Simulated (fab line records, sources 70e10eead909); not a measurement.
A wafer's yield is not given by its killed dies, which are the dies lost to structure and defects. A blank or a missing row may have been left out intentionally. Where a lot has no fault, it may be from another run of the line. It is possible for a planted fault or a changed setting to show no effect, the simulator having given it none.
fab line records -- flow nandHarc
record lots=5, wafers=15, lastDay=33
route steps=1302 shown P_ZERO_WELL@14
lots untouched by any fault: they come from a run of this same line in which no faults occurred
startH: hours from the record's first day to the start of the lot's first wafer shown -- waitH: time in hours since the lot's previous step -- " identical to the entry in the row above -- L1.1+2: a row that stands for several wafers -- - no value, or no start given -- * or withheld: withheld -- < > ~ a bound
route shown NAME@n: NAME is a module with steps in the file, n the number in the route of the first one -- usual: mean/standard deviation taken from wafers without a fault -- same: alike in all rows -- chamber/n: place in a boat -- sites: readings site by site -- _std_site: the values' standard deviation -- _edge_site: inner sites' mean taken away from outer sites' mean -- radiusMm: how far each site lies from the wafer's centre -- mask NAME#n: copy n -- behind: the tool/chamber that last shaped the wafer -- hold: cause of the lot's hold/its duration in hours/its outcome -- device: names the non-switching transistor (n, p or np) -- end of line: tests run on the same wafers once the route is complete -- where a step has no rows: the recipe by itself -- killed: at the first sort, the dies lost to defects and structure; wafer yield is something else -- map: dies across one wafer; x = killed, . = not, _ = none there
set.NAME: the run value of the setting; set.NAME@STEP: its run value at that earlier step -- model.NAME: the simulator's own value behind a step, which no gauge read
lots seen at some steps along the route; tables by step, rows by wafer
services: from which hour (startH, from the record's first day; less than 0 if before it) a tool's chamber was out of use, for how many hours, and why
## steps
# step NHARC_P_ZERO_WELL_CD_MEAS_11
# recipe targetCdNm=500, landingEnergyEv=500
# usual cdNm=500/3.2
# same landingEnergyEv=500
lot.wafer,tool,chamber,startH,waitH,cdNm
L106.1,cdSem-03,0,91.11,-,505
L106.2,cdSem-03,0,91.11,-,500
L106.6,cdSem-03,0,91.11,-,505
L108.2,cdSem-01,0,111.11,-,497
L108.3,cdSem-01,0,111.11,-,501
L108.6,cdSem-01,0,111.11,-,496
L113.1,cdSem-03,0,161.11,-,501
L113.2,cdSem-03,0,161.11,-,500
L113.5,cdSem-03,0,161.11,-,501
L117.1,cdSem-02,0,201.26,-,507
L117.2,cdSem-02,0,201.26,-,502
L117.6,cdSem-02,0,201.26,-,500
L122.1,cdSem-03,0,251.11,-,502
L122.5,cdSem-03,0,251.11,-,498
L122.6,cdSem-03,0,251.11,-,500
# step NHARC_P_ZERO_WELL_HARDBAKE_12
# recipe tempC=118, timeS=65
# step NHARC_P_ZERO_WELL_DESCUM_13
# recipe timeS=3, o2FlowSccm=200, arFlowSccm=0, biasPowerW=0, chemistry=O2
# usual drypumpMotorCurrentA=5.85/0.27, oesProductAu=0.997/0.011, rfVppV=57.6/0.85, showerheadPlenumPTorr=1.92/0.092, throttleValvePct=11.310/0.0092
lot.wafer,tool,chamber,startH,waitH,drypumpMotorCurrentA,oesProductAu,rfHoursCounterH,rfVppV,showerheadPlenumPTorr,throttleValvePct
L106.1,rieDiel-03,3,91.27,-,5.76,0.989,33,57.4,2.00,11.310
L106.2,rieDiel-03,2,91.27,-,6.11,0.998,31,56.7,1.80,11.291
L106.6,rieDiel-03,3,91.27,-,5.77,1.001,-,58.5,2.00,11.306
L108.3,rieDiel-03,2,111.27,-,6.07,0.990,41,57.0,1.80,11.316
L108.2,rieDiel-03,0,111.27,-,5.98,1.003,42,57.3,1.92,11.324
L108.6,rieDiel-03,3,111.27,-,5.76,0.995,-,59.1,2.00,11.300
L113.1,rieDiel-02,2,161.30,-,5.60,1.006,34,57.4,1.82,11.322
L113.2,rieDiel-02,3,161.30,-,5.69,0.999,30,59.0,1.87,11.310
L113.5,rieDiel-02,2,161.30,-,5.60,0.996,-,55.8,1.82,11.311
L117.1,rieDiel-02,1,201.42,-,6.08,1.007,50,58.8,2.06,11.296
L117.2,rieDiel-02,2,201.42,-,5.58,0.996,48,57.7,1.82,11.297
L117.6,rieDiel-02,2,201.42,-,5.59,0.994,-,56.6,1.82,11.304
L122.1,rieDiel-02,1,251.29,-,6.08,0.988,8,57.3,2.06,11.312
L122.5,rieDiel-02,3,251.29,-,5.66,1.014,-,57.4,1.86,11.309
L122.6,rieDiel-02,0,251.29,-,5.63,0.986,-,56.0,1.84,11.316
# step NHARC_P_ZERO_WELL_ETCH_65
# recipe targetDepthA=800, overetchA=240, timeS=87.88, ionEnergyEv=200, n2FlowSccm=150, h2FlowSccm=150, arFlowSccm=0, rfW=400, biasW=150, chemistry=N2/H2
# usual drypumpMotorCurrentA=5.84/0.26, h2FlowSccm=150.0/0.5, oesProductAu=0.997/0.011, rfVppV=430.6/2.9, showerheadPlenumPTorr=2.04/0.1, throttleValvePct=14.171/0.0092
lot.wafer,tool,chamber,startH,waitH,drypumpMotorCurrentA,h2FlowSccm,oesProductAu,rfHoursCounterH,rfVppV,showerheadPlenumPTorr,throttleValvePct
L106.2,rieDiel-03,1,91.36,0.1,5.93,150.1,0.984,33,435.1,2.21,14.185
L106.1,rieDiel-03,2,91.36,0.1,6.09,148.9,0.999,31,427.9,1.92,14.160
L106.6,rieDiel-03,2,91.36,0.1,6.09,150.1,0.987,-,426.6,1.92,14.155
L108.2,rieDiel-03,3,111.35,0.1,5.77,149.2,0.993,44,434.0,2.13,14.162
L108.3,rieDiel-03,2,111.35,0.1,6.11,149.8,0.998,41,427.7,1.92,14.180
L108.6,rieDiel-03,3,111.35,0.1,5.77,149.0,0.995,-,432.9,2.13,14.165
L113.1,rieDiel-02,0,161.40,0.1,5.63,150.5,0.988,33,428.7,1.97,14.183
L113.2,rieDiel-02,2,161.40,0.1,5.57,150.6,0.987,34,427.1,1.94,14.175
L113.5,rieDiel-02,0,161.40,0.1,5.61,149.9,0.980,-,427.9,1.97,14.170
L117.2,rieDiel-02,1,201.50,0.1,6.08,150.5,1.006,51,434.9,2.20,14.174
L117.1,rieDiel-02,3,201.50,0.1,5.67,150.1,1.009,45,429.6,1.98,14.172
L117.6,rieDiel-02,1,201.50,0.1,6.08,149.9,0.997,-,435.2,2.20,14.164
L122.1,rieDiel-02,3,251.36,0.1,5.67,150.9,1.004,6,429.1,1.98,14.162
L122.6,rieDiel-02,3,251.36,0.1,5.65,150.9,1.000,-,428.6,1.98,14.172
L122.5,rieDiel-02,0,251.36,0.1,5.61,149.4,0.981,-,428.4,1.96,14.158
# step NHARC_P_ZERO_WELL_ETCH_62
# recipe targetDepthA=130, timeS=6.5, chf3FlowSccm=50, arFlowSccm=200, rfW=500, biasW=200, chemistry=CHF3/Ar
# usual drypumpMotorCurrentA=5.84/0.27, oesProductAu=0.956/0.018, rfVppV=370.6/2.5, showerheadPlenumPTorr=2.35/0.11, throttleValvePct=20.216/0.0084
lot.wafer,tool,chamber,startH,waitH,drypumpMotorCurrentA,oesProductAu,rfHoursCounterH,rfVppV,showerheadPlenumPTorr,throttleValvePct
L106.2,rieDiel-03,1,-,-,5.93,0.938,33,374.4,2.52,20.215
L106.1,rieDiel-03,2,-,-,6.11,0.946,31,368.6,2.22,20.221
L106.6,rieDiel-03,0,-,-,5.96,0.934,-,371.8,2.36,20.217
L108.3,rieDiel-03,3,-,-,5.77,0.958,44,373.1,2.44,20.209
L108.2,rieDiel-03,0,-,-,6.00,0.983,43,371.8,2.36,20.218
L108.6,rieDiel-03,3,-,-,5.78,0.961,-,372.5,2.44,20.223
L113.1,rieDiel-02,3,-,-,5.68,0.971,30,368.3,2.29,20.220
L113.2,rieDiel-02,1,-,-,6.10,0.948,35,374.9,2.52,20.206
L113.5,rieDiel-02,3,-,-,5.67,0.971,-,370.0,2.29,20.217
L117.2,rieDiel-02,2,-,-,5.61,0.967,48,367.8,2.23,20.219
L117.1,rieDiel-02,1,-,-,6.10,0.962,51,374.3,2.51,20.225
L117.6,rieDiel-02,3,-,-,5.68,0.989,-,369.6,2.28,20.225
L122.1,rieDiel-02,1,-,-,6.10,0.965,8,374.7,2.51,20.222
L122.6,rieDiel-02,1,-,-,6.09,0.957,-,374.5,2.51,20.220
L122.5,rieDiel-02,2,-,-,5.60,0.955,-,368.5,2.22,20.228
# step NHARC_P_ZERO_WELL_ETCH_63
# recipe targetDepthA=1200, timeS=40.1, hbrFlowSccm=150, cl2FlowSccm=50, rfW=400, icpW=400, biasW=100, chemistry=HBr/Cl2
# usual drypumpMotorCurrentA=5.8/0.42, heBacksideLeakSccm=2.8/0.39, oesProductAu=1.001/0.013, throttleValvePct=26.404/0.009
lot.wafer,tool,chamber,startH,waitH,drypumpMotorCurrentA,heBacksideLeakSccm,oesProductAu,rfHoursCounterH,throttleValvePct
L106.1,rieSi-06,3,91.56,-,6.0,5.2,0.994,0.1,26.407
L106.2,rieSi-06,0,91.56,-,5.9,3.0,0.991,0.1,26.412
L106.6,rieSi-06,2,91.56,-,5.2,2.7,1.005,-,26.396
L108.3,rieSi-06,2,111.52,-,5.1,2.8,1.013,0.2,26.417
L108.2,rieSi-06,3,111.52,-,6.0,2.6,0.992,0.1,26.393
L108.6,rieSi-06,2,111.52,-,5.2,2.7,1.013,-,26.410
L113.1,rieSi-04,3,161.77,-,6.1,2.6,0.983,0.9,26.402
L113.2,rieSi-04,1,161.77,-,5.8,2.8,1.002,0.9,26.393
L113.5,rieSi-04,2,161.77,-,5.8,2.7,0.992,-,26.403
L117.2,rieSi-04,2,201.68,-,5.8,2.6,0.983,0.1,26.400
L117.1,rieSi-04,0,201.68,-,6.2,2.5,1.029,0.2,26.414
L117.6,rieSi-04,2,201.68,-,5.8,2.6,1.002,-,26.391
L122.1,rieSi-04,3,251.54,-,6.1,2.6,1.015,0.5,26.409
L122.6,rieSi-04,2,251.54,-,5.8,2.6,0.985,-,26.397
L122.5,rieSi-04,3,251.54,-,6.1,2.7,1.013,-,26.401
# step NHARC_P_ZERO_WELL_STRIP_15
# recipe timeS=900, tempC=130, chemistry=SPM
# step NHARC_P_ZERO_WELL_DEHYDRATE_16
# recipe tempC=150, timeS=120
# step NHARC_P_ZERO_WELL_HMDS_17
# recipe timeS=30
# step NHARC_P_ZERO_WELL_COAT_18
# recipe spinRpm=withheld
# step NHARC_P_ZERO_WELL_SOFTBAKE_19
# recipe tempC=122, timeS=95
# step NHARC_P_ZERO_WELL_EBR_20
# step NHARC_P_ZERO_WELL_EXPOSE_21
# recipe na=0.6, targetCdNm=720, doseMj=22.31, maskId=P_NWELL
# usual reticleTempC=23.00/0.1
lot.wafer,tool,chamber,startH,waitH,mask,reticleTempC
L106.1,krfScanner-02,0,92.30,-,P_NWELL#0,22.97
L106.2,krfScanner-02,0,92.30,-,P_NWELL#0,22.87
L106.6,krfScanner-02,0,92.30,-,P_NWELL#0,22.94
L108.2,krfScanner-04,0,112.30,-,P_NWELL#0,22.97
L108.3,krfScanner-04,0,112.30,-,P_NWELL#0,23.08
L108.6,krfScanner-04,0,112.30,-,P_NWELL#0,23.14
L113.1,krfScanner-04,0,162.52,-,P_HVPW#0,22.88
L113.2,krfScanner-04,0,162.52,-,P_HVPW#0,22.80
L113.5,krfScanner-04,0,162.52,-,P_HVPW#0,22.87
L117.1,krfScanner-01,0,202.34,-,P_NWELL#0,22.82
L117.2,krfScanner-01,0,202.34,-,P_NWELL#0,23.10
L117.6,krfScanner-01,0,202.34,-,P_NWELL#0,23.14
L122.1,krfScanner-02,0,252.18,-,P_NWELL#0,22.81
L122.5,krfScanner-02,0,252.18,-,P_NWELL#0,22.89
L122.6,krfScanner-02,0,252.18,-,P_NWELL#0,22.81
# step NHARC_P_ZERO_WELL_PEB_22
# recipe pebTempC=118, pebTimeS=85
# step NHARC_P_ZERO_WELL_DEVELOP_23
# recipe timeS=70
# step NHARC_P_ZERO_WELL_CD_MEAS_24
# recipe targetCdNm=720, landingEnergyEv=500
# usual cdNm=720.2/2
# same landingEnergyEv=500
lot.wafer,tool,chamber,startH,waitH,cdNm
L106.1,cdSem-02,0,92.46,-,722.0
L106.2,cdSem-02,0,92.46,-,723.0
L106.6,cdSem-02,0,92.46,-,723.1
L108.2,cdSem-01,0,112.45,-,720.3
L108.3,cdSem-01,0,112.45,-,721.7
L108.6,cdSem-01,0,112.45,-,719.1
L113.1,cdSem-02,0,162.68,-,-
L113.2,cdSem-02,0,162.68,-,-
L113.5,cdSem-02,0,162.68,-,-
L117.1,cdSem-03,0,202.50,-,721.2
L117.2,cdSem-03,0,202.50,-,717.9
L117.6,cdSem-03,0,202.50,-,715.3
L122.1,cdSem-03,0,252.33,-,717.2
L122.5,cdSem-03,0,252.33,-,721.6
L122.6,cdSem-03,0,252.33,-,721.0
# step NHARC_P_ZERO_WELL_HARDBAKE_25
# recipe tempC=125, timeS=80
## services
tool,chamber,startH,hours,kind
rieSi-06,-,72.00,9.0,pm
rieDiel-02,1,86.64,2.2,repair
krfScanner-02,-,94.00,4.0,pm
rieSi-04,3,100.36,2.7,repair
krfScanner-01,-,100.96,1.2,repair
krfScanner-02,-,115.66,1.3,repair
krfScanner-04,-,116.00,0.7,repair
rieSi-06,-,124.11,0.4,repair
rieDiel-02,3,137.90,3.8,repair
krfScanner-01,-,140.00,4.0,pm
rieDiel-02,3,142.98,4.2,repair
rieDiel-03,2,154.62,9.7,repair
rieDiel-03,-,160.34,9.0,pm
rieSi-04,-,165.05,9.0,pm
krfScanner-04,-,183.13,4.0,pm
rieDiel-03,0,192.77,6.0,repair
rieSi-04,2,194.46,0.9,repair
rieDiel-02,1,204.14,16.0,repair
rieDiel-02,-,216.81,9.0,pm
krfScanner-01,-,217.44,1.5,repair
rieDiel-03,3,233.18,4.3,repair
rieSi-04,1,246.66,2.2,repair
rieSi-06,-,249.00,9.0,pm
rieSi-04,-,250.04,0.4,repair
## key
firstSign step=NHARC_P_ZERO_WELL_EXPOSE_21, reading=mask, direction=changed
effect step=NHARC_P_ZERO_WELL_CD_MEAS_24, reading=cdNm, direction=missing
metAt NHARC_P_ZERO_WELL_EXPOSE_21
struckWafers L113.1,L113.2,L113.5
laterRowsLeftOut L113.1,L113.2,L113.5
sortLeftOut L113.1,L113.2,L113.5
testerLeftOut L113
onsetBetween 112.30 162.52
fault kind=wrongMask, tool=any, chamber=-, onsetH=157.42, steps=NHARC_P_ZERO_WELL_EXPOSE_21, auxCopy=P_HVPW#0, scope=struckLotsOnly
# testerLeftOut: of these lots the tester's yield and bins aren't shown, on N5 and GAA mostly nor the transistor test; their killed dies are dies lost to structure and defects alone, not to doping, threshold or leakage, so they don't give the yield
# sortLeftOut: the simulated sort isn't trusted on such a fault, so these wafers' sort isn't shown, and their yield isn't known
# laterRowsLeftOut: the simulator's readings of these wafers behind a module that went badly wrong aren't trusted and aren't shown, but for the sort
